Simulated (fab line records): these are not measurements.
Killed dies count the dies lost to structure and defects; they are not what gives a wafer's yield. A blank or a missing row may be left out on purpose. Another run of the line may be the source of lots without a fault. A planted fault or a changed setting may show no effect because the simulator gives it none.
The same fault as seen by 3 desks ; flow nand_harc ; only its own numbers are on each desk; what lay behind them is given at the end

== THE METROLOGY DESK ==
What the gauges read for every lot (on any tool): the sampled wafers with a number, averaged. If a lot's mean is further than 4 standard deviations from the usual mean, the lot is out of limits and carries the mark OUT (the distance appears in the brackets).
Columns: A = overlay_x_nm at NHARC_P_M0_OVL_MEAS_10, usual -0.1 nm; B = overlay_y_nm at NHARC_P_M0_OVL_MEAS_10, usual -0.2 nm
lot;first seen here;A;B
L378;day 6 01:59;-0.6;-0.7
L385;day 8 06:38;0.1;-1.3
L388;day 9 01:04;0.3;-0.6
L389;day 9 01:37;-0.4;-0.7
L391;day 9 19:51;-0.7;0.8
L392;day 9 21:52;0.3;-1.3
L394;day 10 11:13;-0.6;-1.7
L395;day 10 19:10;-0.3;-0.7
L396;day 10 20:10;-0.8;-0.7
L397;day 11 01:44;0.5;-1.1
L399;day 11 06:04;0.7;0.1
L398;day 11 06:22;-0.4;0.5
This desk's verdict: no lot among the 12 shows anything out of limits.

== THE DEFECT DESK ==
Inspection counts along the route, by lot: the mean over sampled wafers that carry a number. If a lot's mean is further than 4 standard deviations from the usual mean, the lot is out of limits and carries the mark OUT (the distance appears in the brackets).
Columns: A = raw_defect_count at NHARC_P_M1_INSPECT_11, usual 4.0
lot;first seen here;A
L378;day 6 06:13;3.3
L385;day 8 10:44;391.0 (+99 or more) OUT
L388;day 9 05:13;4.3
L389;day 9 06:12;5.7
L391;day 9 23:49;4.3
L392;day 10 02:10;6.3
L394;day 10 15:14;10.0
L395;day 10 23:26;3.0
L396;day 11 00:17;4.3
L397;day 11 06:04;4.3
L399;day 11 10:28;2.0
L398;day 11 10:56;2.3
Finding of this desk: L385 out of limits; the first was L385 at day 8 10:44, on raw_defect_count at NHARC_P_M1_INSPECT_11. L378, L388, L389, L391, L392, L394, L395, L396, L397, L399, L398: within limits.

== FOR THE TOOL OWNER'S DESK: pecvd-01 ==
The tool's own readings at NHARC_P_M0_DEP_32 (deposits SiCN, target thk 30 nm): means of the sampled wafers that have a number, for each lot that ran on this tool. If a lot's mean is further than 4 standard deviations from the usual mean, the lot is out of limits and carries the mark OUT (the distance appears in the brackets).
Columns: A = chamber_pressure_Torr at NHARC_P_M0_DEP_32, usual 3.000 Torr; B = heater_power_outer_w at NHARC_P_M0_DEP_32, usual 310 W; C = heater_power_w at NHARC_P_M0_DEP_32, usual 559 W; D = rf_fwd_power_W at NHARC_P_M0_DEP_32, usual 449.0 W; E = susceptor_temp_C at NHARC_P_M0_DEP_32, usual 369.98 C
lot;first seen here;A;B;C;D;E
L385;day 8 09:27;2.997;371;688;448.6;370.28
This desk's finding: nothing out of limits on the one lot.

== PUT TOGETHER ==
The defect desk could have raised an alarm at day 8 10:44, on L385.
The metrology desk saw nothing out of limits.
The tool owner's desk saw nothing out of limits.
The metrology desk holds a record of L385, inside its limits.
On record at the tool owner's desk: L385, within its limits.
All the named lots went through NHARC_P_M0_DEP_32 on pecvd-01.

== WHAT THE SIMULATOR HAD INSERTED ==
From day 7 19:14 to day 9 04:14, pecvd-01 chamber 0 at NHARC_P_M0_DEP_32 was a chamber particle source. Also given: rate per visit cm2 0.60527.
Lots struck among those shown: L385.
Hours from the fault's start to each desk's first reading out of limits: the defect desk, 15.
